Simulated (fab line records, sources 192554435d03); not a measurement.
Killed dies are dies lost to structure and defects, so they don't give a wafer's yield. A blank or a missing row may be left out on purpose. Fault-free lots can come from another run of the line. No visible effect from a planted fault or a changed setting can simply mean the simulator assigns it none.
Matching of chambers    flow n5Finfet    3 sister chambers for N5_BEOL_M4_CO_CAP_55 on cvdCo-01
The step material Co, precursor CCTBA/H2, target thk 2 nm, time 102.1 s. 3 wafers are shown with their chamber, then 12 later ones without.

== WAFERS, EACH WITH ITS CHAMBER ==
wafer   chamber  heaterPowerW (W)
L083.6  2        234
L084.2  1        248
L084.4  0        224

== WAFERS WITH NO CHAMBER GIVEN ==
wafer   heaterPowerW (W)
L092.1  225
L092.2  247
L092.5  234
L095.1  222
L095.2  244
L095.4  235
L094.1  246
L094.2  235
L094.3  227
L094.4  245
L094.5  238
L094.6  224

== WHICH CHAMBER EACH WENT THROUGH ==
wafer   from the rows above      in truth
L092.1  0                        0
L092.2  1                        1
L092.5  2                        2
L095.1  0                        0
L095.2  1                        1
L095.4  2                        2
L094.1  1                        1
L094.2  2                        2
L094.3  can't be placed: 0 or 2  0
L094.4  1                        1
L094.5  2                        2
L094.6  0                        0
Correctly placed: 11 of 12. From these rows, 1 cannot be placed; in 1 the true chamber is one of the candidates. 0 placed wrongly.
How it was worked out, from the rows above alone: a wafer's distance from a chamber is the root of the sum, over the readings, of the square of ((its reading less the chamber's mean) divided by the reading's scatter). If the next closest chamber is less than 2 further off than the closest, the wafer can't be placed; otherwise it belongs to the closest. For every chamber, the mean is computed from those of its wafers that are shown. The scatter: with one shown wafer a chamber, the root of the mean of the squares of how far each hidden wafer lies from its nearest shown one.
